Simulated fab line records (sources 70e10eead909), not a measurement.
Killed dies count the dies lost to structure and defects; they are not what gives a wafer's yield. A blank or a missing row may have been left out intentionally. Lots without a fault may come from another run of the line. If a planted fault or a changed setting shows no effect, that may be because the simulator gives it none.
fab line records ; flow nand_harc
[record] lots = 13; wafers = 38; last_day = 34
route steps=1302 shown P_CONTACT@234 END@1302
lots untouched by any fault: they come from a run of this same line in which no faults occurred
start_h: the number of hours between the record's first day and the start of the first shown wafer of the lot ; wait_h: hours since the lot's step before ; " same as the row above ; L1.1+2: a row that stands for several wafers ; - value missing, or start not given ; * or withheld: withheld ; < > ~ a bound
route shown NAME@n: names a module that has steps shown in the file, with the first one's number in the route ; usual: the fault-free wafers' mean and standard deviation ; same: alike in all rows ; chamber/n: place in a boat ; sites: the reading at each site ; _std_site: how widely they spread, as a standard deviation ; _edge_site: outer sites' mean less inner sites' ; radius_mm: how far each site lies from the wafer's centre ; mask NAME#n: copy n ; behind: the most recent tool/chamber to have shaped the wafer ; hold: cause of the lot's hold/its duration in hours/its outcome ; device: the n, p or np transistor that did not switch ; end of line: tests of these same wafers at the route's end ; for a step that has no rows: nothing shown but its recipe ; killed: dies that structure and defects cost at the first sort, which is not the same as the wafer's yield ; map: a wafer's dies, x killed, . not, _ none there
set.NAME: the setting as run; set.NAME@STEP: as run at that earlier step ; model.NAME: the simulator's own value behind a step, which no gauge read
route steps across a sampled set of lots; one table per step, one row per wafer
services: when a tool's chamber went out of use (start_h, in hours from the record's first day, below 0 if earlier), for how many hours, and the reason
[[steps]]
[step NHARC_P_CONTACT_INSPECT_14]
[usual] raw_defect_count = 3.3/2.2
lot.wafer;tool;chamber;start_h;wait_h;raw_defect_count
L682.1;defect_inspect-02;-;116.48;0.0;2
L682.2;defect_inspect-02;-;116.48;0.0;3
L682.5;defect_inspect-02;-;116.48;0.0;2
L684.3;defect_inspect-02;-;134.83;0.0;2
L684.4;defect_inspect-02;-;134.83;0.0;2
L684.6;defect_inspect-02;-;134.83;0.0;1
L688.3;defect_inspect-02;-;178.51;0.0;3
L688.4;defect_inspect-02;-;178.51;0.0;7
L688.6;defect_inspect-02;-;178.51;0.0;3
L689.2;defect_inspect-02;-;192.74;0.0;8
L689.3;defect_inspect-02;-;192.74;0.0;7
L689.6;defect_inspect-02;-;192.74;0.0;6
L691.1;defect_inspect-02;-;213.13;0.0;4
L691.2;defect_inspect-02;-;213.13;0.0;3
L691.6;defect_inspect-02;-;213.13;0.0;1
L692.2;defect_inspect-01;-;224.29;0.0;8
L692.3;defect_inspect-01;-;224.29;0.0;1
L692.4;defect_inspect-01;-;224.29;0.0;3
L693.1;defect_inspect-01;-;239.41;0.0;3
L693.2;defect_inspect-01;-;239.41;0.0;3
L693.4;defect_inspect-01;-;239.41;0.0;1
L694.1;defect_inspect-01;-;240.10;0.0;4
L694.5;defect_inspect-01;-;240.10;0.0;3
L694.6;defect_inspect-01;-;240.10;0.0;10
L695.1;defect_inspect-02;-;262.90;0.0;4
L695.5;defect_inspect-02;-;262.90;0.0;6
L695.6;defect_inspect-02;-;262.90;0.0;4
L698.1;defect_inspect-01;-;282.26;0.0;7
L698.2;defect_inspect-01;-;282.26;0.0;4
L698.5;defect_inspect-01;-;282.26;0.0;5
L699.2;defect_inspect-02;-;290.43;0.0;1
L699.5;defect_inspect-02;-;290.43;0.0;4
L704.2;defect_inspect-02;-;343.13;0.0;9
L704.4;defect_inspect-02;-;343.13;0.0;6
L704.6;defect_inspect-02;-;343.13;0.0;3
L705.4;defect_inspect-01;-;346.30;0.0;0
L705.5;defect_inspect-01;-;346.30;0.0;5
L705.6;defect_inspect-01;-;346.30;0.0;3
[step NHARC_P_CONTACT_DEGAS_38]
[recipe] temp_c = 300; time_s = 60
[usual] heater_power_w = 459/37
lot.wafer;tool;chamber;start_h;wait_h;heater_power_w
L682.2;pvd_sputter-03;-;118.14;-;405
L682.1;pvd_sputter-03;-;118.14;-;509
L682.5;pvd_sputter-03;-;118.14;-;419
L684.3;pvd_sputter-01;-;136.62;-;464
L684.4;pvd_sputter-01;-;136.62;-;409
L684.6;pvd_sputter-01;-;136.62;-;463
L688.4;pvd_sputter-01;-;180.39;-;413
L688.3;pvd_sputter-01;-;180.39;-;469
L688.6;pvd_sputter-01;-;180.39;-;410
L689.3;pvd_sputter-01;-;194.43;-;416
L689.2;pvd_sputter-01;-;194.43;-;477
L689.6;pvd_sputter-01;-;194.43;-;475
L691.1;pvd_sputter-01;-;214.77;-;475
L691.2;pvd_sputter-01;-;214.77;-;510
L691.6;pvd_sputter-01;-;214.77;-;501
L692.2;pvd_sputter-01;-;225.97;-;411
L692.4;pvd_sputter-01;-;225.97;-;475
L692.3;pvd_sputter-01;-;225.97;-;515
L693.4;pvd_sputter-01;-;241.11;-;479
L693.1;pvd_sputter-01;-;241.11;-;517
L693.2;pvd_sputter-01;-;241.11;-;433
L694.1;pvd_sputter-03;-;241.79;-;399
L694.5;pvd_sputter-03;-;241.79;-;393
L694.6;pvd_sputter-03;-;241.79;-;454
L695.1;pvd_sputter-02;-;264.62;-;492
L695.5;pvd_sputter-02;-;264.62;-;471
L695.6;pvd_sputter-02;-;264.62;-;485
L698.1;pvd_sputter-03;-;283.92;-;400
L698.2;pvd_sputter-03;-;283.92;-;485
L698.5;pvd_sputter-03;-;283.92;-;400
L699.2;pvd_sputter-03;-;292.07;-;449
L699.5;pvd_sputter-03;-;292.07;-;452
L704.2;pvd_sputter-02;-;344.79;-;491
L704.4;pvd_sputter-02;-;344.79;-;476
L704.6;pvd_sputter-02;-;344.79;-;447
L705.4;pvd_sputter-02;-;347.99;-;485
L705.6;pvd_sputter-02;-;347.99;-;445
L705.5;pvd_sputter-02;-;347.99;-;432
[step NHARC_P_CONTACT_ALD_22]
[recipe] target_thk_a = 30; pulse_time_s = 1; ald_cycles = 150; temp_c = 450; material = TiN
[usual] ald_cycles = 150/0; heater_power_w = 1114/97; precursor_pulse_height_rel = 1.002/0.019
[same] pulse_time_s = 1
lot.wafer;tool;chamber;start_h;wait_h;ald_cycles;heater_power_w;precursor_pulse_height_rel
L682.1;ald_metal-02;2;118.40;-;150;1174;0.988
L682.2;ald_metal-02;3;118.40;-;150;1218;1.005
L682.5;ald_metal-02;2;118.40;-;150;1137;0.997
L684.3;ald_metal-02;2;136.86;-;150;1159;0.992
L684.4;ald_metal-02;3;136.86;-;150;1246;0.993
L684.6;ald_metal-02;2;136.86;-;150;1119;1.019
L688.4;ald_metal-04;2;180.63;-;150;977;1.005
L688.3;ald_metal-04;0;180.63;-;150;1167;0.994
L688.6;ald_metal-04;2;180.63;-;150;981;0.982
L689.2;ald_metal-04;0;194.68;-;150;1160;1.019
L689.3;ald_metal-04;2;194.68;-;150;986;1.008
L689.6;ald_metal-04;3;194.68;-;150;1060;0.972
L691.2;ald_metal-04;2;215.06;-;150;989;1.029
L691.1;ald_metal-04;3;215.06;-;150;1053;0.975
L691.6;ald_metal-04;1;215.06;-;150;1043;0.961
L692.4;ald_metal-02;2;226.27;-;150;1158;0.989
L692.2;ald_metal-02;3;226.27;-;150;1226;1.015
L692.3;ald_metal-02;0;226.27;-;150;1024;0.965
L693.4;ald_metal-02;0;241.34;-;150;1001;1.022
L693.1;ald_metal-02;2;241.34;-;150;1139;1.003
L693.2;ald_metal-02;3;241.34;-;150;1251;0.993
L694.1;ald_metal-04;2;242.08;-;150;984;0.983
L694.6;ald_metal-04;0;242.08;-;150;1183;0.997
L694.5;ald_metal-04;1;242.08;-;150;1087;1.008
L695.1;ald_metal-02;0;264.91;-;150;999;0.991
L695.6;ald_metal-02;1;264.91;-;150;1216;0.973
L695.5;ald_metal-02;2;264.91;-;73;1141;1.025
L698.1;ald_metal-02;3;284.20;-;150;1195;0.978
L698.2;ald_metal-02;0;284.20;-;150;968;1.008
L698.5;ald_metal-02;2;284.20;-;73;1164;0.984
L699.2;ald_metal-02;3;292.33;-;150;1159;0.981
L699.5;ald_metal-02;3;292.33;-;73;1158;0.972
L704.4;ald_metal-04;0;345.01;-;150;1163;0.981
L704.2;ald_metal-04;1;345.01;-;150;1100;0.996
L704.6;ald_metal-04;0;345.01;-;150;1201;1.009
L705.4;ald_metal-04;3;348.24;-;150;1042;0.987
L705.5;ald_metal-04;1;348.24;-;150;1101;1.003
L705.6;ald_metal-04;2;348.24;-;150;1018;0.999
[step NHARC_P_CONTACT_CMP_24]
[recipe] t_overpolish_s = 30; target_thk_nm = 200
[usual] edge_zone_pressure_frac = 1.001/0.0051; motor_current_A = 11.5/1.2; overpolish_run_s = 30.001/0.0098; pad_life_wafers = 176/110; time_to_endpoint_s = 40/3
lot.wafer;tool;chamber;start_h;wait_h;edge_zone_pressure_frac;motor_current_A;overpolish_run_s;pad_life_wafers;time_to_endpoint_s
L682.1;cmp-02;2;119.36;0.5;1.006;11.8;30.005;301;37
L682.2;cmp-02;0;119.36;0.5;1.004;13.3;30.004;303;41
L682.5;cmp-02;1;119.36;0.5;1.005;10.3;30.005;-;42
L684.3;cmp-01;0;137.73;0.3;1.001;11.1;30.002;180;40
L684.4;cmp-01;3;137.73;0.3;0.994;12.3;30.013;183;37
L684.6;cmp-01;0;137.73;0.3;0.999;10.6;30.005;-;38
L688.3;cmp-01;3;181.52;0.4;1.009;12.2;29.992;331;38
L688.4;cmp-01;0;181.52;0.4;0.995;10.8;30.007;332;41
L688.6;cmp-01;3;181.52;0.4;1.005;12.8;30.002;-;42
L689.2;cmp-03;2;195.51;0.5;1.006;11.0;29.998;96;38
L689.3;cmp-03;0;195.51;0.5;1.007;10.3;30.012;98;40
L689.6;cmp-03;2;195.51;0.5;1.001;10.6;29.993;-;37
L691.2;cmp-03;1;215.90;0.6;0.996;11.2;29.982;199;39
L691.1;cmp-03;3;215.90;0.6;1.002;10.1;30.008;201;41
L691.6;cmp-03;0;215.90;0.6;1.006;10.2;29.990;-;41
L692.3;cmp-03;0;227.11;0.3;0.998;9.7;29.997;234;42
L692.2;cmp-03;2;227.11;0.3;1.010;10.9;30.008;236;38
L692.4;cmp-03;3;227.11;0.3;1.009;10.8;29.993;237;39
L693.1;cmp-03;2;242.21;0.6;0.999;10.3;30.000;319;36
L693.2;cmp-03;3;242.21;0.6;1.002;10.8;30.006;320;36
L693.4;cmp-03;0;242.21;0.6;1.005;10.0;30.003;321;39
L694.1;cmp-02;0;242.91;0.6;1.001;14.1;29.998;37;45
L694.6;cmp-02;3;242.91;0.6;0.989;13.3;29.998;-;42
L694.5;cmp-02;0;242.91;0.6;1.002;13.4;29.986;-;45
L695.1;cmp-03;0;265.71;0.5;1.010;9.5;29.992;6;45
L695.5;cmp-03;0;265.71;0.5;1.010;10.0;30.007;-;44
L695.6;cmp-03;1;265.71;0.5;0.992;11.4;30.012;-;41
L698.1;cmp-03;1;285.02;0.6;0.997;11.1;29.985;96;35
L698.2;cmp-03;3;285.02;0.6;1.008;10.8;29.993;98;31
L698.5;cmp-03;1;285.02;0.6;1.008;11.8;30.011;-;35
L699.2;cmp-03;0;293.18;0.5;0.993;9.8;29.993;127;41
L699.5;cmp-03;0;293.18;0.5;0.991;9.8;29.988;-;37
L704.4;cmp-02;3;345.86;0.4;1.003;13.5;30.001;66;41
L704.2;cmp-02;2;345.86;0.4;0.995;11.3;30.001;69;37
L704.6;cmp-02;3;345.86;0.4;0.996;14.0;29.995;-;46
L705.4;cmp-01;3;349.13;0.5;1.002;11.9;29.993;249;36
L705.6;cmp-01;0;349.13;0.5;0.998;11.2;29.997;-;36
L705.5;cmp-01;1;349.13;0.5;0.999;13.2;30.005;-;37
[step NHARC_END_SORT_01]
[recipe] temp_c = 25
[usual] killed_at_array = 56/19; killed_at_other = 0.8/1.1; killed_at_periphery = 3.4/2.5; killed_dies = 60/19; killed_open = 2.9/1.7; killed_short = 2.4/1.6
[same] gross_dies = 677
lot.wafer;tool;chamber;start_h;wait_h;killed_at_array;killed_at_other;killed_at_periphery;killed_dies;killed_open;killed_short
L695.1;prober-01;0;709.03;2.5;42;0;1;43;2;2
L695.5;prober-01;0;712.22;3.7;39;1;637;677;5;1
L695.6;prober-01;0;713.02;4.0;40;0;1;41;1;2
L698.1;prober-01;0;729.62;2.5;44;3;0;47;3;5
L698.2;prober-01;0;730.42;2.8;42;2;3;47;3;4
L698.5;prober-01;0;732.82;3.7;46;2;629;677;3;3
L699.2;prober-02;0;730.41;2.8;32;0;2;34;1;5
L699.5;prober-02;0;732.80;3.7;29;1;647;677;7;4
// killed by level:class
L695.1 A_CHANNEL_HOLE_D2:chamber_film_flake=18 A_CONTACT:chamber_film_flake=8 A_CHANNEL_HOLE_D1:chamber_film_flake=5 A_SLIT:chamber_film_flake=3 A_ONON_D1:geometric_particle:open=1 A_ONON_D1:geometric_particle:short=1 A_CHANNEL_FILL_D2:geometric_particle:open=1 A_WL_FILL:geometric_particle:short=1
L695.5 P_CONTACT:area_ald=634 A_CHANNEL_HOLE_D2:chamber_film_flake=11 A_CHANNEL_HOLE_D1:chamber_film_flake=9 A_CONTACT:chamber_film_flake=5 A_DECK1_JOINT:chamber_film_flake=3 A_SLIT:chamber_film_flake=3 A_ONON_D1:geometric_particle:open=2 A_STAIRCASE:chamber_film_flake=2
L695.6 A_CHANNEL_HOLE_D2:chamber_film_flake=23 A_CONTACT:chamber_film_flake=5 A_CHANNEL_HOLE_D1:chamber_film_flake=3 A_STAIRCASE:chamber_film_flake=2 A_CHANNEL_FILL_D1:geometric_particle:short=1 A_SGD_CUT:geometric_particle:short=1 A_BLC:geometric_particle:open=1 P_GATE:chamber_film_flake=1
L698.1 A_CHANNEL_HOLE_D2:chamber_film_flake=22 A_CHANNEL_HOLE_D1:chamber_film_flake=8 A_CONTACT:chamber_film_flake=4 THIN_TSV:chamber_film_flake=3 A_ONON_D1:geometric_particle:short=2 A_ONON_D1:geometric_particle:open=1 A_DECK1_JOINT:geometric_particle:open=1 A_DECK1_JOINT:geometric_particle:short=1
L699.2 A_CHANNEL_HOLE_D1:chamber_film_flake=11 A_SLIT:chamber_film_flake=5 A_CONTACT:chamber_film_flake=3 A_WL_FILL:chamber_film_flake=3 A_WL_FILL:geometric_particle:short=2 A_SGD_CUT:chamber_film_flake=2 P_STI:geometric_particle:short=1 A_ONON_D1:geometric_particle:open=1
L698.2 A_CHANNEL_HOLE_D2:chamber_film_flake=22 A_CHANNEL_HOLE_D1:chamber_film_flake=7 A_CONTACT:chamber_film_flake=6 A_CHANNEL_FILL_D2:geometric_particle:short=2 A_WL_FILL:geometric_particle:short=2 THIN_TSV:chamber_film_flake=2 P_M0:geometric_particle:open=1 A_SGD_CUT:geometric_particle:open=1
L699.5 P_CONTACT:area_ald=643 A_CHANNEL_HOLE_D1:chamber_film_flake=9 A_CONTACT:chamber_film_flake=6 A_DECK1_JOINT:geometric_particle:open=3 A_ONON_D1:geometric_particle:short=2 A_CHANNEL_HOLE_D1:geometric_particle:short=2 P_GATE:chamber_film_flake=2 A_SLIT:chamber_film_flake=2
L698.5 P_CONTACT:area_ald=626 A_CHANNEL_HOLE_D2:chamber_film_flake=18 A_CHANNEL_HOLE_D1:chamber_film_flake=11 A_CONTACT:chamber_film_flake=7 P_STI:chamber_film_flake=2 A_SLIT:chamber_film_flake=2 THIN_TSV:chamber_film_flake=2 P_M0:geometric_particle:open=1
[[services]]
tool;chamber;start_h;hours;kind
pvd_sputter-02;-;104.00;10.0;pm
ald_metal-04;0;105.46;23.0;repair
ald_metal-04;-;118.00;10.0;pm
cmp-03;-;119.57;1.5;repair
cmp-02;-;134.55;4.0;pm
pvd_sputter-03;-;135.60;0.5;repair
cmp-01;-;139.18;4.7;repair
cmp-03;-;162.01;4.0;pm
pvd_sputter-03;-;170.00;10.0;pm
ald_metal-04;-;209.03;0.3;repair
ald_metal-02;1;211.71;7.0;repair
pvd_sputter-01;-;226.02;10.0;pm
cmp-03;-;245.30;0.8;repair
pvd_sputter-03;-;246.59;1.0;repair
ald_metal-02;-;249.41;0.9;repair
ald_metal-02;-;254.15;10.0;pm
cmp-03;-;255.50;2.6;repair
cmp-03;-;260.01;4.0;pm
ald_metal-04;-;296.00;10.0;pm
ald_metal-02;2;316.49;6.0;repair
cmp-03;-;320.51;2.7;repair
cmp-03;-;331.62;0.4;repair
pvd_sputter-01;-;339.34;8.4;repair
pvd_sputter-03;-;348.08;10.0;pm
[[key]]
[first_sign] step = NHARC_P_CONTACT_ALD_22; reading = ald_cycles; direction = down; sigmas = 99+; usual = 150; struck = 73
[effect] step = NHARC_END_SORT_01; reading = killed_at_periphery; direction = up; sigmas = 99+; usual = 3.4; struck = 637.7
[more_kills_born_at] NHARC_P_CONTACT_ALD_22@ald_metal-02 = 1903
met_at NHARC_P_CONTACT_ALD_22
struck_lots L695,L698,L699
struck_wafers L695.5,L698.5,L699.5
later_rows_left_out L695.5,L698.5,L699.5
tester_left_out L695,L698,L699
not_acting_at NHARC_P_CONTACT_INSPECT_14,NHARC_P_CONTACT_DEGAS_38,NHARC_P_CONTACT_CMP_24
onset_between 241.34 264.91
[fault] kind = process_parameter_drift; tool = ald_metal-02; chamber = -; onset_h = 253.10; steps = NHARC_P_CONTACT_ALD_22; channel = ald_cycles; offset = -77; shape = step; end_h = 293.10; scope = struck_wafers_only; acts_in = these_recipes_only; stated = 150
// tester_left_out: of these lots the tester's yield and bins aren't shown, on N5 and GAA mostly nor the transistor test; their killed dies are dies lost to structure and defects alone, not to doping, threshold or leakage, so they don't give the yield
// later_rows_left_out: the simulator's readings of these wafers behind a module that went badly wrong aren't trusted and aren't shown, but for the sort
